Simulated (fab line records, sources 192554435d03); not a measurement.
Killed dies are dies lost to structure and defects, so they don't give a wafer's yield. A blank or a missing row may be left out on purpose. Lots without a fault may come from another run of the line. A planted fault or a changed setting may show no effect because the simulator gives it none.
fab line records | flow n5_finfet
record lots=7 wafers=17 last_day=17
route steps=1938 shown BEOL_M7@1308 PASSIVATION@1936
lots that met no fault: from a run of the same line without faults
start_h: hours from the record's first day to the start of the lot's first wafer shown | wait_h: hours since the lot's step before | " the same as in the row above | L1.1+2: a row that stands for several wafers | - no value, or no start given | * or withheld: withheld | < > ~ a bound
route shown NAME@n: a module of which the file shows steps, and the number in the route of the first | usual: mean/standard deviation of fault-free wafers | same: alike in all rows | chamber/n: place in a boat | sites: the reading at each site | _std_site: their standard deviation | _edge_site: outer sites' mean less inner sites' | radius_mm: how far each site lies from the wafer's centre | mask NAME#n: copy n | behind: the tool/chamber that last shaped the wafer | hold: why the lot was held/for how many hours/how that ended | device: the transistor (n, p or np) that didn't switch | end of line: the same wafers' tests at the end of the route | a step without rows: its recipe alone | killed: dies lost to structure and defects at the first sort, not the wafer's yield | map: a wafer's dies, x killed, . not, _ none there
set.NAME: the setting as run; set.NAME@STEP: as run at that earlier step | model.NAME: the simulator's own value behind a step, which no gauge read
lots at some steps of the route; a table a step, a row a wafer
services: from which hour (start_h, from the record's first day; less than 0 if before it) a tool's chamber was out of use, for how many hours, and why
## steps
# step N5_BEOL_M7_TRENCH_ETCH_37
# recipe chemistry=C4F6/O2 target_depth_a=934.78 target=SiCOH_lowk time_s=31.2 ion_energy_ev=250 pressure_mtorr=30 source_w=345 bias_w=185 Ar_flow_sccm=300 C4F6_flow_sccm=10 O2_flow_sccm=10
# usual drypump_motor_current_A=5.8/0.54 oes_product_au=0.80/0.1 rf_vpp_V=673/7.9 showerhead_plenum_p_Torr=2.89/0.082 throttle_valve_pct=21.05/0.24
# columns lot.wafer tool chamber start_h wait_h drypump_motor_current_A oes_product_au rf_hours_counter_h rf_vpp_V showerhead_plenum_p_Torr throttle_valve_pct
L835.2 rie_diel-05 1 - - 5.4 0.69 248 694 2.92 21.08
L835.5 " 0 " " 6.6 0.75 - 681 2.78 20.81
L835.6 " 1 " " 5.3 0.70 - 693 2.92 21.11
L837.1 rie_diel-03 0 - - 5.9 0.93 28 664 2.80 21.04
L837.2 " 3 " " 4.8 0.73 189 682 3.00 21.26
L837.3 " 2 " " 6.0 0.95 17 668 2.94 21.11
L848.1 rie_diel-03 2 - - 5.9 0.92 36 667 2.93 21.13
L848.3 " 0 " " 5.9 0.90 45 665 2.79 21.08
L848.5 " 2 " " 6.0 0.91 - 668 2.93 21.13
L851.5 rie_diel-03 1 - - 5.3 0.72 - 669 2.82 21.40
L852.5 rie_diel-02 0 - - 5.2 0.94 - 672 2.91 20.74
L854.1 rie_diel-05 0 - - 6.6 0.71 193 680 2.76 20.86
L854.3 " 1 " " 5.3 0.91 28 691 2.91 20.90
L854.4 " 3 " " 5.8 0.68 209 672 2.94 21.30
L856.4 rie_diel-03 2 - - 6.0 0.88 54 665 2.92 21.13
L856.5 " 1 " " 5.4 0.71 - 670 2.82 21.40
L856.6 " 2 " " 6.0 0.88 - 668 2.93 21.16
# step N5_BEOL_M7_ETCH_41
# recipe chemistry=CH3F/O2 target=SiCN target_depth_a=319 taper_deg=2 time_s=57.8 ion_energy_ev=120 mask_material=TiN pressure_mtorr=30 source_w=395 bias_w=75 Ar_flow_sccm=150 CH3F_flow_sccm=30 O2_flow_sccm=20
# usual drypump_motor_current_A=5.8/0.54 oes_product_au=0.80/0.1 rf_vpp_V=297.6/1.4 showerhead_plenum_p_Torr=2.03/0.059 throttle_valve_pct=16.39/0.24
# columns lot.wafer tool chamber start_h wait_h drypump_motor_current_A oes_product_au rf_hours_counter_h rf_vpp_V showerhead_plenum_p_Torr throttle_valve_pct
L835.2 rie_diel-05 1 - - 5.3 0.68 248 298.9 2.06 16.58
L835.5 " 0 " " 6.6 0.75 - 295.9 1.94 16.13
L835.6 " 1 " " 5.3 0.69 - 298.0 2.06 16.56
L837.1 rie_diel-03 0 - - 5.9 0.93 28 296.9 1.96 16.37
L837.2 " 3 " " 4.8 0.72 189 299.7 2.11 16.58
L837.3 " 2 " " 6.0 0.96 17 296.9 2.06 16.34
L848.1 rie_diel-03 2 - - 6.0 0.91 36 299.3 2.06 16.37
L848.3 " 0 " " 5.9 0.89 45 296.6 1.95 16.40
L848.5 " 2 " " 6.0 0.91 - 296.9 2.06 16.38
L851.5 rie_diel-03 1 - - 5.3 0.71 - 298.0 1.98 16.76
L852.5 rie_diel-02 0 - - 5.2 0.95 - 298.3 2.04 16.08
L854.1 rie_diel-05 0 - - 6.6 0.72 193 294.8 1.93 16.20
L854.3 " 1 " " 5.3 0.91 28 299.0 2.05 16.23
L854.4 " 3 " " 5.9 0.67 209 299.8 2.07 16.70
L856.4 rie_diel-03 2 - - 6.0 0.87 54 297.8 2.05 16.39
L856.5 " 1 " " 5.4 0.71 - 296.5 1.98 16.79
L856.6 " 2 " " 6.0 0.87 - 297.1 2.05 16.41
# step N5_BEOL_M7_STRIP_80
# recipe chemistry=N2/H2 time_s=10 power_w=450 temp_c=40 pressure_mtorr=20 rf_frequency_hz=6e+07 bias_power_w=7 n2_flow_sccm=200 h2_flow_sccm=200
# usual drypump_motor_current_A=5.8/0.54 oes_product_au=0.80/0.1 rf_vpp_V=59.2/0.88 showerhead_plenum_p_Torr=2.56/0.069 throttle_valve_pct=23.68/0.23
# columns lot.wafer tool chamber start_h wait_h drypump_motor_current_A oes_product_au rf_hours_counter_h rf_vpp_V showerhead_plenum_p_Torr throttle_valve_pct
L835.2 rie_diel-05 1 - - 5.3 0.70 248 58.9 2.60 23.48
L835.5 " 0 " " 6.6 0.76 - 59.0 2.45 23.46
L835.6 " 1 " " 5.3 0.69 - 59.1 2.60 23.49
L837.1 rie_diel-03 0 - - 5.9 0.92 28 58.6 2.49 23.57
L837.2 " 3 " " 4.8 0.73 189 59.5 2.63 23.79
L837.3 " 2 " " 6.0 0.96 17 59.1 2.60 23.81
L848.1 rie_diel-03 2 - - 6.0 0.92 36 58.8 2.59 23.86
L848.3 " 0 " " 6.0 0.89 45 59.3 2.49 23.60
L848.5 " 2 " " 6.0 0.92 - 58.3 2.59 23.84
L851.5 rie_diel-03 1 - - 5.4 0.71 - 58.6 2.49 23.92
L852.5 rie_diel-02 0 - - 5.2 0.94 - 59.7 2.58 23.15
L854.1 rie_diel-05 0 - - 6.6 0.73 193 58.5 2.43 23.51
L854.3 " 1 " " 5.3 0.92 28 60.4 2.58 23.48
L854.4 " 3 " " 5.9 0.68 209 58.9 2.62 24.01
L856.4 rie_diel-03 2 - - 6.0 0.89 54 60.0 2.59 23.88
L856.5 " 1 " " 5.3 0.70 - 59.5 2.49 23.95
L856.6 " 2 " " 5.9 0.88 - 59.8 2.59 23.86
# step N5_BEOL_M7_OCD_MEAS_38
# usual trench_depth_nm=93.6/2.3
# columns lot.wafer tool chamber start_h wait_h trench_depth_nm
L835.2 ocd-01 - 192.82 - 92.1
L835.5 " - " " 92.7
L835.6 " - " " 93.3
L837.1 ocd-01 - 226.15 - 96.7
L837.2 " - " " 93.0
L837.3 " - " " 95.4
L848.1 ocd-01 - 288.58 - 94.4
L848.3 " - " " 96.7
L848.5 " - " " 94.4
L851.5 ocd-02 - 293.58 - 96.8
L852.5 ocd-02 - 309.90 - 94.0
L854.1 ocd-02 - 318.67 - 90.1
L854.3 " - " " 95.0
L854.4 " - " " 91.5
L856.4 ocd-02 - 343.31 - 93.3
L856.5 " - " " 96.8
L856.6 " - " " 93.3
# step N5_BEOL_M7_HM_STRIP_39
# recipe chemistry=peroxide_tin_strip material=TiN target_depth_a=250 temp_c=50 time_s=158
# step N5_BEOL_M7_SRD_40
# recipe time_s=30 temp_c=23 rinse_liquid=diw dry=ipa_marangoni
# step N5_BEOL_M7_PRECLEAN_42
# recipe chemistry=residue_remover time_s=60 temp_c=40
# step N5_BEOL_M7_SRD_43
# recipe time_s=30 temp_c=23 rinse_liquid=diw dry=ipa_marangoni
# step N5_BEOL_M7_CD_MEAS_35
# recipe target_cd_nm=40 polarity=opening
# usual cd_nm=39.8/0.74
# columns lot.wafer tool chamber start_h wait_h cd_nm
L835.2 cd_sem-02 - 192.98 0.0 40.1
L835.5 " - " " 40.2
L835.6 " - " " 39.5
L837.1 cd_sem-01 - 226.31 0.0 40.5
L837.2 " - " " 39.9
L837.3 " - " " 40.7
L848.1 cd_sem-03 - 288.73 0.0 38.9
L848.3 " - " " 38.1
L848.5 " - " " 38.8
L851.5 cd_sem-03 - 293.74 0.0 40.6
L852.5 cd_sem-01 - 310.15 0.0 40.2
L854.1 cd_sem-02 - 318.82 0.0 40.5
L854.3 " - " " 39.8
L854.4 " - " " 38.4
L856.4 cd_sem-03 - 343.46 0.0 39.8
L856.5 " - " " 39.8
L856.6 " - " " 40.8
# step N5_BEOL_M7_CURE_75
# recipe temp_c=370 time_s=120 ambient=DMADMS/He material=SiCOH_lowk
# step N5_BEOL_M7_DEGAS_44
# recipe ambient=vacuum temp_c=250 time_s=60
# usual heater_power_w=328/24
# columns lot.wafer tool chamber start_h wait_h heater_power_w
L835.2 pvd_sputter-03 - 193.41 0.3 316
L835.5 " - " " 304
L835.6 " - " " 322
L837.1 pvd_sputter-01 - 226.93 0.5 329
L837.2 " - " " 313
L837.3 " - " " 379
L848.1 pvd_sputter-03 - 289.23 0.3 370
L848.3 " - " " 305
L848.5 " - " " 305
L851.5 pvd_sputter-01 - 294.45 0.4 302
L852.5 pvd_sputter-02 - 310.54 0.1 316
L854.1 pvd_sputter-01 - 319.90 0.9 307
L854.3 " - " " 322
L854.4 " - " " 378
L856.4 pvd_sputter-02 - 344.58 0.9 316
L856.5 " - " " 316
L856.6 " - " " 317
# step N5_BEOL_M7_PRE_CLEAN_45
# recipe gas=H2/He time_s=30 temp_c=250
# step N5_BEOL_M7_ALD_77
# recipe material=TaN target_thk_a=20 temp_c=275 ald_precursor_family=PDMAT ald_co_reactant=NH3 pressure_torr=3 carrier_flow_sccm=1500 pulse_time_s=2 purge_time_s=3 co_reactant_purge_time_s=2 co_reactant_pulse_time_s=3 ald_cycles=40 precursor_vessel_temp_c=75 precursor_vessel_pressure_torr=26.25 precursor_vessel_carrier_sccm=1000
# usual ald_cycles=40/0 heater_power_w=423/40 precursor_vessel_pressure_torr=26.26/0.051
# columns lot.wafer tool chamber start_h wait_h ald_cycles heater_power_w precursor_vessel_pressure_torr model.TaN_of_BEOL_M7_ALD_77.thk_nm
L835.2 ald_metal-01 3 193.51 0.0 40 479 26.25 2
L835.5 " 1 " " 40 428 26.23 2
L835.6 " 2 " " 40 432 26.27 2
L837.1 ald_metal-03 1 227.12 0.1 40 459 26.31 2
L837.2 " 3 " " 40 389 26.27 2
L837.3 " 0 " " 40 384 26.20 2
L848.1 ald_metal-03 3 289.33 0.0 12 387 26.26 0.6
L848.3 " 2 " " 40 423 26.34 2
L848.5 " 2 " " 40 431 26.23 2
L851.5 ald_metal-03 3 294.68 0.2 12 400 26.28 0.6
L852.5 ald_metal-03 3 310.84 0.2 12 382 26.25 0.6
L854.1 ald_metal-01 0 320.01 0.0 40 449 26.26 2
L854.3 " 2 " " 40 439 26.32 2
L854.4 " 3 " " 40 474 26.32 2
L856.4 ald_metal-01 2 344.78 0.1 40 442 26.31 2
L856.5 " 3 " " 40 483 26.24 2
L856.6 " 2 " " 40 440 26.28 2
# step N5_BEOL_M7_SURFACE_TREAT_79
# recipe gas=Ar time_s=* ion_energy_ev=* ion_current_ma_cm2=0.5 pressure_mtorr=* ar_flow_sccm=30
# usual throttle_valve_pct=*
# columns lot.wafer tool chamber start_h wait_h throttle_valve_pct
L835.2 pvd_sputter-01 - 193.84 0.2 *
L835.5 " - " " *
L835.6 " - " " *
L837.1 pvd_sputter-02 - 227.48 0.2 *
L837.2 " - " " *
L837.3 " - " " *
L848.1 pvd_sputter-03 - 289.72 0.3 *
L848.3 " - " " *
L848.5 " - " " *
L851.5 pvd_sputter-01 - 294.91 0.1 *
L852.5 pvd_sputter-02 - 311.10 0.1 *
L854.1 pvd_sputter-02 - 320.39 0.3 *
L854.3 " - " " *
L854.4 " - " " *
L856.4 pvd_sputter-02 - 345.08 0.2 *
L856.5 " - " " *
L856.6 " - " " *
# step N5_PASSIVATION_PROBE_49
# usual defect_limited_yield=91.1/1.4 killed_at_M0_to_M3=34/9.7 killed_at_M4_up=13/5.1 killed_at_contacts=14/6.3 killed_at_front_end=40/11 killed_at_other=3.5/2.7 killed_dies=105/16 killed_open=70/12 killed_short=34/7.8 sort_bin_4_leakage=0.02/0.13 sort_bin_5_function=5.2/0.88 sort_bin_6_memory=3.3/0.7 sort_n_pass=1074/17 sort_yield_pct=91.0/1.5
# same gross_dies=1180 killed_at_back_side=0 sort_bin_8_speed[%]=0
# columns lot.wafer tool chamber start_h wait_h defect_limited_yield[%] killed_at_M0_to_M3 killed_at_M4_up killed_at_contacts killed_at_front_end killed_at_other killed_dies killed_open killed_short sort_bin_4_leakage[%] sort_bin_5_function[%] sort_bin_6_memory[%] sort_n_pass sort_yield_pct[%]
L835.2 prober-01 - 271.71 0.1 88.9 44 25 19 40 3 131 91 40 0 6.9 3.8 1049 88.9
L835.5 prober-01 - 271.86 0.2 91.9 30 9 18 37 2 96 63 33 0 5.1 2.7 1084 91.9
L835.6 prober-01 - 271.91 0.3 92.9 31 17 16 20 0 84 63 18 0 4.6 2.5 1096 92.9
L837.1 prober-02 - 298.07 0.0 90.3 52 11 13 37 1 114 73 40 0 5.0 4.0 1066 90.3
L837.2 prober-02 - 298.12 0.1 91.5 28 6 17 41 8 100 61 38 0 5.0 3.1 1080 91.5
L837.3 prober-02 - 298.17 0.1 93.2 28 11 11 25 5 80 55 24 0.17 4.2 2.6 1098 93.1
L848.1 prober-01 - 369.13 0.0 77.7 40 168 12 42 1 263 65 45 12.88 5.5 3.4 917 77.7
L848.3 prober-01 - 369.23 0.1 89.9 35 14 16 49 5 119 68 50 0 6.2 3.4 1061 89.9
L848.5 prober-01 - 369.33 0.2 88.5 41 22 28 44 1 136 85 51 0 7.1 3.9 1044 88.5
L854.1 prober-01 - 398.79 0.0 89.6 47 10 20 42 4 123 79 42 0 5.6 4.4 1057 89.6
L854.3 prober-01 - 398.89 0.1 91.3 45 13 7 31 7 103 65 37 0 6.0 2.4 1077 91.3
L854.4 prober-01 - 398.94 0.2 90.9 45 7 14 36 5 107 57 48 0 5.7 2.7 1073 90.9
L856.4 prober-01 - 407.66 0.2 91.6 26 16 15 39 3 99 62 34 0.08 4.5 3.4 1080 91.5
L856.5 prober-01 - 407.71 0.2 92.7 29 9 19 29 0 86 70 16 0 4.3 2.9 1094 92.7
L856.6 prober-01 - 407.76 0.3 89.9 41 20 24 34 0 119 78 41 0 6.4 3.0 1061 89.9
# killed by level:class
L835.2 MOL_CONTACT_COAG:geometric_particle:open=18 BEOL_M0_SAQP:geometric_particle:open=12 BEOL_M0_SAQP:geometric_particle:short=9 DUMMY_GATE:geometric_particle:open=8 BEOL_M1:geometric_particle:open=8 BEOL_M4:geometric_particle:open=8 FIN_SAQP:geometric_particle:open=7 FIN_SAQP:geometric_particle:short=7
L835.5 MOL_CONTACT_COAG:geometric_particle:open=15 STI_FIN_REVEAL:geometric_particle:open=11 BEOL_M0_SAQP:geometric_particle:short=9 FIN_SAQP:geometric_particle:short=8 BEOL_M3:geometric_particle:open=7 BEOL_M1:geometric_particle:open=5 DUMMY_GATE:geometric_particle:open=4 BEOL_M0:geometric_particle:open=4
L835.6 MOL_CONTACT_COAG:geometric_particle:open=13 BEOL_M1:geometric_particle:open=9 BEOL_M0_SAQP:geometric_particle:open=8 DUMMY_GATE:geometric_particle:open=7 BEOL_M3:geometric_particle:open=5 BEOL_M0_SAQP:geometric_particle:short=4 BEOL_M5:geometric_particle:open=4 STI_FIN_REVEAL:geometric_particle:open=3
L837.1 BEOL_M3:geometric_particle:open=14 FIN_SAQP:geometric_particle:short=9 MOL_CONTACT_COAG:geometric_particle:open=9 BEOL_M0_SAQP:geometric_particle:open=9 DUMMY_GATE:geometric_particle:open=8 BEOL_M2:geometric_particle:open=6 GATE_CUT:geometric_particle:open=5 BEOL_M0:geometric_particle:open=5
L837.2 MOL_CONTACT_COAG:geometric_particle:open=13 BEOL_M0_SAQP:geometric_particle:short=8 STI_FIN_REVEAL:geometric_particle:open=7 BEOL_M1:geometric_particle:open=7 FIN_SAQP:geometric_particle:open=6 STARTING-WAFER:geometric_particle:short=6 GATE_CUT:geometric_particle:open=5 DUMMY_GATE:geometric_particle:open=4
L837.3 MOL_CONTACT_COAG:geometric_particle:open=10 GATE_CUT:geometric_particle:short=7 BEOL_M2:geometric_particle:open=6 BEOL_M3:geometric_particle:open=6 STI_FIN_REVEAL:geometric_particle:open=5 BEOL_M0_SAQP:geometric_particle:short=5 BEOL_M5:geometric_particle:open=4 STARTING-WAFER:geometric_particle:short=3
L848.1 M7:area_ald=152 BEOL_M0_SAQP:geometric_particle:short=16 FIN_SAQP:geometric_particle:short=13 MOL_CONTACT_COAG:geometric_particle:open=10 FIN_SAQP:geometric_particle:open=8 BEOL_M3:geometric_particle:open=8 BEOL_M0_SAQP:geometric_particle:open=6 BEOL_M4:geometric_particle:open=6
L848.3 FIN_SAQP:geometric_particle:short=18 BEOL_M0_SAQP:geometric_particle:open=12 MOL_CONTACT_COAG:geometric_particle:open=11 BEOL_M0_SAQP:geometric_particle:short=8 GATE_CUT:geometric_particle:open=7 STARTING-WAFER:geometric_particle:short=6 BEOL_M3:geometric_particle:open=5 STI_FIN_REVEAL:geometric_particle:open=4
L848.5 MOL_CONTACT_COAG:geometric_particle:open=22 FIN_SAQP:geometric_particle:short=17 BEOL_M0_SAQP:geometric_particle:open=14 FIN_SAQP:geometric_particle:open=12 BEOL_M0_SAQP:geometric_particle:short=11 BEOL_M5:geometric_particle:open=8 MOL_CONTACT_COAG:geometric_particle:short=6 BEOL_M3:geometric_particle:open=6
L854.1 MOL_CONTACT_COAG:geometric_particle:open=16 BEOL_M0_SAQP:geometric_particle:short=12 BEOL_M0_SAQP:geometric_particle:open=12 BEOL_M3:geometric_particle:open=11 FIN_SAQP:geometric_particle:open=8 FIN_SAQP:geometric_particle:short=7 STI_FIN_REVEAL:geometric_particle:open=7 BEOL_M1:geometric_particle:open=5
L854.3 BEOL_M3:geometric_particle:open=17 BEOL_M0_SAQP:geometric_particle:short=12 BEOL_M0_SAQP:geometric_particle:open=8 FIN_SAQP:geometric_particle:short=7 FIN_SAQP:geometric_particle:open=4 STI_FIN_REVEAL:geometric_particle:open=4 MOL_CONTACT_COAG:geometric_particle:open=4 BEOL_M5:geometric_particle:open=4
L854.4 MOL_CONTACT_COAG:geometric_particle:open=13 BEOL_M0_SAQP:geometric_particle:open=11 FIN_SAQP:geometric_particle:short=9 GATE_CUT:geometric_particle:short=9 BEOL_M0_SAQP:geometric_particle:short=8 BEOL_M2:geometric_particle:open=8 BEOL_M1:geometric_particle:open=5 FIN_SAQP:geometric_particle:open=4
L856.4 MOL_CONTACT_COAG:geometric_particle:open=14 BEOL_M0_SAQP:geometric_particle:open=9 BEOL_M4:geometric_particle:open=9 SPACER0:geometric_particle:open=5 GATE_CUT:geometric_particle:short=5 BEOL_M0_SAQP:geometric_particle:short=5 FIN_SAQP:geometric_particle:short=4 DUMMY_GATE:geometric_particle:open=4
L856.5 MOL_CONTACT_COAG:geometric_particle:open=18 FIN_SAQP:geometric_particle:open=12 BEOL_M0_SAQP:geometric_particle:open=10 BEOL_M0_SAQP:geometric_particle:short=6 DUMMY_GATE:geometric_particle:open=4 BEOL_M2:geometric_particle:open=4 BEOL_M1:geometric_particle:open=3 BEOL_M4:geometric_particle:open=3
L856.6 MOL_CONTACT_COAG:geometric_particle:open=17 BEOL_M4:geometric_particle:open=15 BEOL_M0_SAQP:geometric_particle:short=9 BEOL_M2:geometric_particle:open=8 FIN_SAQP:geometric_particle:open=7 MOL_CONTACT_COAG:geometric_particle:short=7 BEOL_M3:geometric_particle:open=6 BEOL_M3:geometric_particle:short=5
## services
# columns tool chamber start_h hours kind
pvd_sputter-01 - 172.98 11.1 repair
ald_metal-01 - 182.76 8.7 pm
rie_diel-05 1 196.49 - clean
rie_diel-05 1 196.49 - consumable_replace:focus_ring
rie_diel-05 1 196.49 20.2 scheduled_down
rie_diel-05 1 196.49 20.2 vent_cycle
rie_diel-02 2 214.60 - clean
rie_diel-02 2 214.60 - consumable_replace:focus_ring
rie_diel-02 2 214.60 - consumable_replace:showerhead
rie_diel-02 2 214.60 22.7 scheduled_down
rie_diel-02 2 214.60 22.7 vent_cycle
rie_diel-02 0 254.63 - clean
rie_diel-02 0 254.63 - consumable_replace:focus_ring
rie_diel-02 0 254.63 32.4 scheduled_down
rie_diel-02 0 254.63 32.4 vent_cycle
rie_diel-02 3 287.04 - clean
rie_diel-02 3 287.04 - consumable_replace:focus_ring
rie_diel-02 3 287.04 29.0 scheduled_down
rie_diel-02 3 287.04 29.0 vent_cycle
rie_diel-03 1 298.81 7.3 repair
ald_metal-01 3 300.01 5.0 repair
rie_diel-02 1 322.00 2.0 repair
ald_metal-01 2 332.98 10.1 repair
## key
first_sign step=N5_BEOL_M7_ALD_77 reading=ald_cycles direction=down sigmas=99+ usual=* struck=*
effect step=N5_PASSIVATION_PROBE_49 reading=sort_bin_4_leakage direction=up sigmas=99+ usual=0.02 struck=12.88
model_effect step=N5_BEOL_M7_ALD_77 value=TaN_of_BEOL_M7_ALD_77.thk_nm without=2 struck=0.6
more_kills_born_at N5_BEOL_M7_ALD_77@ald_metal-03=152
met_at N5_BEOL_M7_ALD_77
struck_wafers L848.1,L851.5,L852.5
rows_end L851.5,L852.5
onset_between 227.12 289.33
fault kind=process_parameter_drift tool=ald_metal-03 chamber=3 onset_h=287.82 steps=N5_BEOL_M7_ALD_77 channel=ald_cycles offset=* shape=step acts_in=* stated=*
# rows_end: these wafers met a further fault down the route, and their rows from its step on are left out
